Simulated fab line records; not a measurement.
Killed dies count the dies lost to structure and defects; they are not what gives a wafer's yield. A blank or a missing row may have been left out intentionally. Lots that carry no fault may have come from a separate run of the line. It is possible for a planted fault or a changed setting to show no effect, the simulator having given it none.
Chamber matching || flow n5 finfet || N5_BEOL_M0_CUTY_ETCH_63 on rie diel-03: 4 sister chambers
The step etches SOC in N2/H2, target depth 82.7 nm, overetch 16.5 nm, time 124 s. 14 wafers are shown with their chamber, then 7 later ones without.

## WAFERS WITH THEIR CHAMBER
{"wafer": "L074.1", "chamber": 3, "drypump motor current A (A)": 5.5, "throttle valve pct (%)": 17.73, "showerhead plenum p Torr (Torr)": 2.51}
{"wafer": "L074.2", "chamber": 2, "drypump motor current A (A)": 6.0, "throttle valve pct (%)": 18.40, "showerhead plenum p Torr (Torr)": 2.63}
{"wafer": "L074.5", "chamber": 1, "drypump motor current A (A)": 6.6, "throttle valve pct (%)": 17.47, "showerhead plenum p Torr (Torr)": 2.50}
{"wafer": "L077.2", "chamber": 0, "drypump motor current A (A)": 5.4, "throttle valve pct (%)": 17.79, "showerhead plenum p Torr (Torr)": 2.52}
{"wafer": "L077.3", "chamber": 3, "drypump motor current A (A)": 5.5, "throttle valve pct (%)": 17.76, "showerhead plenum p Torr (Torr)": 2.50}
{"wafer": "L077.5", "chamber": 2, "drypump motor current A (A)": 6.0, "throttle valve pct (%)": 18.38, "showerhead plenum p Torr (Torr)": 2.62}
{"wafer": "L083.2", "chamber": 1, "drypump motor current A (A)": 6.6, "throttle valve pct (%)": 17.51, "showerhead plenum p Torr (Torr)": 2.49}
{"wafer": "L083.4", "chamber": 2, "drypump motor current A (A)": 6.0, "throttle valve pct (%)": 18.41, "showerhead plenum p Torr (Torr)": 2.62}
{"wafer": "L083.6", "chamber": 2, "drypump motor current A (A)": 6.0, "throttle valve pct (%)": 18.40, "showerhead plenum p Torr (Torr)": 2.62}
{"wafer": "L086.1", "chamber": 2, "drypump motor current A (A)": 6.0, "throttle valve pct (%)": 18.40, "showerhead plenum p Torr (Torr)": 2.61}
{"wafer": "L086.2", "chamber": 1, "drypump motor current A (A)": 6.6, "throttle valve pct (%)": 17.52, "showerhead plenum p Torr (Torr)": 2.48}
{"wafer": "L086.4", "chamber": 0, "drypump motor current A (A)": 5.3, "throttle valve pct (%)": 17.83, "showerhead plenum p Torr (Torr)": 2.51}
{"wafer": "L087.1", "chamber": 2, "drypump motor current A (A)": 6.0, "throttle valve pct (%)": 18.44, "showerhead plenum p Torr (Torr)": 2.61}
{"wafer": "L087.5", "chamber": 3, "drypump motor current A (A)": 5.5, "throttle valve pct (%)": 17.79, "showerhead plenum p Torr (Torr)": 2.49}

SIGNATURES (means of the wafers above)
{"reading": "drypump motor current A", "chamber 0": 5.350, "chamber 1": 6.600, "chamber 2": 6.000, "chamber 3": 5.500, "scatter within a chamber": 0.0224}
{"reading": "throttle valve pct", "chamber 0": 17.8100, "chamber 1": 17.5000, "chamber 2": 18.4050, "chamber 3": 17.7600, "scatter within a chamber": 0.0244}
{"reading": "showerhead plenum p Torr", "chamber 0": 2.5150, "chamber 1": 2.4900, "chamber 2": 2.6183, "chamber 3": 2.5000, "scatter within a chamber": 0.00856}
Rule: for a wafer and a chamber, the distance is found by dividing, reading by reading, the gap between the wafer's reading and the chamber's mean by the reading's scatter, squaring, summing and taking the root. The wafer belongs to the nearest chamber; if the next one is less than 2 further off, it can't be placed. The scatter: the root of (the sum of the squares of (reading less its chamber's mean) over the shown wafers, divided by (wafers less chambers)).

## WAFERS WITHOUT THEIR CHAMBER
{"wafer": "L087.6", "drypump motor current A (A)": 5.4, "throttle valve pct (%)": 17.82, "showerhead plenum p Torr (Torr)": 2.51}
{"wafer": "L089.1", "drypump motor current A (A)": 5.4, "throttle valve pct (%)": 17.84, "showerhead plenum p Torr (Torr)": 2.51}
{"wafer": "L089.3", "drypump motor current A (A)": 5.5, "throttle valve pct (%)": 17.80, "showerhead plenum p Torr (Torr)": 2.49}
{"wafer": "L089.4", "drypump motor current A (A)": 6.6, "throttle valve pct (%)": 17.52, "showerhead plenum p Torr (Torr)": 2.48}
{"wafer": "L092.2", "drypump motor current A (A)": 5.5, "throttle valve pct (%)": 17.80, "showerhead plenum p Torr (Torr)": 2.49}
{"wafer": "L092.4", "drypump motor current A (A)": 6.6, "throttle valve pct (%)": 17.56, "showerhead plenum p Torr (Torr)": 2.48}
{"wafer": "L092.6", "drypump motor current A (A)": 5.5, "throttle valve pct (%)": 17.80, "showerhead plenum p Torr (Torr)": 2.49}

## WHICH CHAMBER EACH WENT THROUGH
{"wafer": "L087.6", "from the rows above": 0, "in truth": 0}
{"wafer": "L089.1", "from the rows above": 0, "in truth": 0}
{"wafer": "L089.3", "from the rows above": 3, "in truth": 3}
{"wafer": "L089.4", "from the rows above": 1, "in truth": 1}
{"wafer": "L092.2", "from the rows above": 3, "in truth": 3}
{"wafer": "L092.4", "from the rows above": 1, "in truth": 1}
{"wafer": "L092.6", "from the rows above": 3, "in truth": 3}
Placed correctly: 7 of 7. Can't be placed from these rows: 0. Number placed wrongly: 0.
